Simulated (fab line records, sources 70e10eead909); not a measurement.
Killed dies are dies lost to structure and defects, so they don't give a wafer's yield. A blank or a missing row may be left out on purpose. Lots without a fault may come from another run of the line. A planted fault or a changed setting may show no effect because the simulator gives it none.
A struck lot beside a sound one | flow nand_harc | 14 steps out of a route of 1302
Sound: wafers L459.1, L459.3, L459.6. Struck: wafers L470.3, L470.4. (L470.5 of the same lot was not struck and is left out.) The cause comes at the end.
At each step with rows: each side's tool, then ch and its chambers, then its first start. Under that, the readings that differ: sound wafers | struck wafers | difference of the means | sigmas: that difference in standard deviations of wafers without a fault.
alike: readings whose means differ by less than 2 such deviations, and words and numbers that are the same on both sides. not compared: withheld readings, readings that some wafer has no value for, bounds like >300 that may hide the same value, and numbers for which the record gives no deviation and whose values overlap.
The two part at a step that has a row with sigmas, a row that says differs or no value, or rows on one side only. Numbers that don't overlap but have no deviation are shown without sigmas and don't part them. A reading that every wafer of one side lacks parts them only if that side has two wafers or more.

NHARC_A_STAIRCASE_DESCUM_291: chemistry O2, time 3 s.
  sound on rie_diel-05 ch 0,1,3, day 17 15:23; struck on rie_diel-05 ch 2,3, day 22 15:34
  alike: drypump_motor_current_A, oes_product_au, rf_vpp_V, showerhead_plenum_p_Torr, throttle_valve_pct
  not compared: rf_hours_counter_h
NHARC_A_STAIRCASE_ETCH_292: etches the open film in CF4/CHF3.
  sound on rie_diel-05 ch 0,2,3, day 17 15:28; struck on rie_diel-05 ch 2,3, day 22 15:40
  alike: drypump_motor_current_A, oes_product_au, rf_vpp_V, showerhead_plenum_p_Torr, throttle_valve_pct
  not compared: rf_hours_counter_h
then, 3 steps without rows for these wafers: NHARC_A_STAIRCASE_HM_OPEN_460 (chemistry O2/COS); NHARC_A_STAIRCASE_STRIP_461 (strips in O2/COS); NHARC_A_STAIRCASE_ETCH_452 (etches the open film in CF4/O2, target depth 30 nm, overetch 3 nm, time 16.5 s).
NHARC_A_STAIRCASE_ETCH_294: etches the open film in C4F8/O2/Ar, target depth 4989 nm, time 1211.6 s.
  sound on rie_diel-05 ch 2,3; struck on rie_diel-05 ch 1,3
  alike: oes_product_au, rf_vpp_V
  not compared: rf_hours_counter_h
NHARC_A_STAIRCASE_STRIP_295: strips in O2.
  sound on rie_diel-05 ch 0,2; struck on rie_diel-05 ch 0,3
  alike: drypump_motor_current_A, oes_product_au, rf_vpp_V, showerhead_plenum_p_Torr, throttle_valve_pct
  not compared: rf_hours_counter_h
then, 3 steps without rows for these wafers: NHARC_A_STAIRCASE_STRIP_296 (strips in SPM, time 900 s); NHARC_A_STAIRCASE_PRECLEAN_297 (cleans in SC1); NHARC_A_STAIRCASE_SRD_298.
NHARC_A_STAIRCASE_HM_DEP_462: deposits aC, target thk 800 nm.
  sound on acl_dep-02 ch 0, day 17 23:12; struck on acl_dep-01 ch 0, day 22 19:30
  alike: throttle_valve_pct
NHARC_A_STAIRCASE_DEP_301: deposits SiON, target thk 30 nm.
  sound on pecvd-01 ch 0,1,2, day 18 01:06; struck on pecvd-04 ch 0, day 22 20:45
  reading              | sound             | struck      | difference | sigmas
  rf_fwd_power_W (W)   | 347.2 350.7 349.8 | 208.3 209.0 | -140.6     | -99 or more
  showerhead_vpp_V (V) | 1138 1176 1122    | 864 860     | -283       | -6
  alike: heater_power_w
then, 1 step without rows for these wafers: NHARC_A_STAIRCASE_DEHYDRATE_302 (time 120 s).
-- the record jumps here: 8 days lie between the struck wafers' starts before and after (it left off in module A_STAIRCASE and takes up again in module END, whose first step shown is number 1302 of the route) --
NHARC_END_SORT_01:
  sound on prober-01 ch 0, day 25 11:56; struck on prober-02 ch 0, day 30 10:08
  alike: killed_at_array, killed_at_other, killed_at_periphery, killed_dies, killed_open, killed_short

WHERE THEY PART
Only at NHARC_A_STAIRCASE_DEP_301, within this record. Later steps at which nothing parts them and some readings are alike: NHARC_END_SORT_01.

WHY: what the simulator had put in
Process parameter drift: pecvd-04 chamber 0, from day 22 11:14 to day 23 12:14, at NHARC_A_STAIRCASE_DEP_301. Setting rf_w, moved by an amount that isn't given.
